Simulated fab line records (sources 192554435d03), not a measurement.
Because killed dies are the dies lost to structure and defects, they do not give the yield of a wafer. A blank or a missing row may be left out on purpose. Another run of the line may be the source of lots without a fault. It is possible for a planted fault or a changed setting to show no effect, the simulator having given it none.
Struck lot and sound lot, side by side    flow n5Finfet    38 steps out of a route of 1938
Sound: wafers L743.1, L743.5, L743.6. Struck: wafer L757.3. (L757.2 of the same lot was not struck and is left out.) The cause comes at the end.
Per side, at each step with rows, come the tool, then ch with its chambers, and then its first start. Under that, the readings that differ: sound wafers    struck wafers    difference of the means    sigmas: that difference in standard deviations of wafers without a fault.
alike: readings whose means differ by less than 2 such deviations, and words and numbers that are the same on both sides. not compared: withheld readings, readings that some wafer has no value for, bounds like >300 that may hide the same value, and numbers for which the record gives no deviation and whose values overlap.
The two part at a step that has a row with sigmas, a row that says differs or no value, or rows on one side only. Numbers that don't overlap but have no deviation are shown without sigmas and don't part them. A reading that every wafer of one side lacks parts them only if that side has two wafers or more.

first, 12 steps without rows for these wafers: N5_BEOL_M1_ANNEAL_87 (time 240 s); N5_BEOL_M1_SPUTTER_88 (material Cu, target thk 4.5 nm, time 8.29 s); N5_BEOL_M1_ANNEAL_89 (time 240 s); N5_BEOL_M1_SPUTTER_90 (material Cu, target thk 4.5 nm, time 8.29 s); N5_BEOL_M1_ANNEAL_91 (time 240 s); N5_BEOL_M1_SPUTTER_92 (material Cu, target thk 4.5 nm, time 8.29 s); N5_BEOL_M1_ANNEAL_93 (time 240 s); N5_BEOL_M1_SPUTTER_94 (material Cu, target thk 4.5 nm, time 8.29 s); N5_BEOL_M1_ANNEAL_95 (time 240 s); N5_BEOL_M1_SPUTTER_96 (material Cu, target thk 4.5 nm, time 8.29 s); N5_BEOL_M1_ECD_50 (material Cu, target thk 300 nm); N5_BEOL_M1_ANNEAL_51 (time 90 s).
N5_BEOL_M1_CMP_52: polishes, stops on SiOC, t overpolish 6.8 s, target thk 40 nm.
  sound on cmp-04 ch 0,1, day 8 06:17; struck on cmp-04 ch 0, day 11 13:01
reading                    sound              struck  difference  sigmas
barrierFieldEndpointS (s)  25.0 23.8 25.5     41.3    +16.5       +21
overpolishRunS (s)         6.794 6.793 6.804  0.038   -6.759      -99 or more
timeToEndpointS (s)        69 58 70           82      +16         +4
  alike: motorCurrentA
then, 4 steps without rows for these wafers: N5_BEOL_M1_PRE_CLEAN_60 (time 15 s); N5_BEOL_M1_CO_CAP_55 (material Co, precursor CCTBA/H2, target thk 2 nm, time 102.1 s); N5_BEOL_M1_PRE_CLEAN_56 (time 15 s); N5_BEOL_M1_DEP_57 (deposits SiCN from 3MS/NH3, target thk 8 nm, time 14 s).
N5_BEOL_M1_INSPECT_59: inspects for defects (darkfield).
  sound on defectInspect-02 at day 8 06:52; struck on defectInspect-01 at day 11 13:35
reading         sound      struck  difference  sigmas
rawDefectCount  105 72 65  1640    +1559       +68
then, 18 steps without rows for these wafers: N5_BEOL_M2_ILD_DEP_00 (deposits SiOC from DEMS/O2, target thk 79 nm, time 15.3 s); N5_BEOL_M2_PECVD_72 (deposits SiO2 from TEOS/O2, target thk 16 nm, time 18 s); N5_BEOL_M2_HM_DEP_02 (deposits TiN, target thk 20 nm); N5_BEOL_M2_COAT_61 (time 60 s, resist thk 60 nm); N5_BEOL_M2_COAT_62 (time 60 s, resist thk 12 nm); N5_BEOL_M2_COAT_73 (time 60 s, resist thk 5 nm); N5_BEOL_M2_COAT_05 (resist thk 30 nm); N5_BEOL_M2_EBR_07; N5_BEOL_M2_SOFTBAKE_06 (time 60 s); N5_BEOL_M2_EXPOSE_08 (exposes mask M2); N5_BEOL_M2_PEB_09 (peb time 60 s); N5_BEOL_M2_DEVELOP_10 (develop time 30 s); N5_BEOL_M2_DESCUM_16 (chemistry O2, time 7 s); N5_BEOL_M2_ETCH_74 (etches underlayer in N2/H2, target depth 6.5 nm, time 5.2 s); N5_BEOL_M2_ETCH_63 (etches SiARC in CF4, target depth 15.6 nm, time 26 s); N5_BEOL_M2_ETCH_64 (etches SOC in N2/H2, target depth 75 nm, overetch 22.5 nm, time 121.9 s); N5_BEOL_M2_STRIP_65 (strips in N2/H2); N5_BEOL_M2_STRIP_75 (strips in N2/H2).
N5_BEOL_M4_RC_MEAS_101:
  the record has rows for the sound wafers here (prober-02 ch 0, day 12 08:58) and none for the struck ones
-- the record jumps here: 8 days lie between the struck wafers' starts before and after (it left off in module BEOL_M4 and takes up again in module PASSIVATION, whose first step shown is number 1936 of the route) --
N5_PASSIVATION_PROBE_49:
  sound on prober-01 at day 17 03:33; struck on prober-01 at day 19 18:59
reading                 sound           struck  difference  sigmas
defectLimitedYield (%)  91.6 91.7 92.3  0       -92         -66
killed_at_M0_to_M3      46 29 33        1124    +1088       +99 or more
killedDies              99 98 91        1180    +1084       +64
killedOnRim             12 9 10         152     +142        +36
sortNPass               1081 1057 1089  0       -1076       -57
sortYieldPct (%)        91.6 89.6 92.3  0       -91         -57
  alike: killed_at_M4_up, killedAtContacts, killedAtFrontEnd, killedAtOther, killedOpen, killedShort, sort_bin_4_leakage, sort_bin_5_function, sort_bin_6_memory, sort_bin_8_speed

WHERE THEY PART
Earliest at N5_BEOL_M1_CMP_52; latest, in this record, at N5_PASSIVATION_PROBE_49.

WHY: whatever the simulator had introduced
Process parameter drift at N5_BEOL_M1_CMP_52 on cmp-04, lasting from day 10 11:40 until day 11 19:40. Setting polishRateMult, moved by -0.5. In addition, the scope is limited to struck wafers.
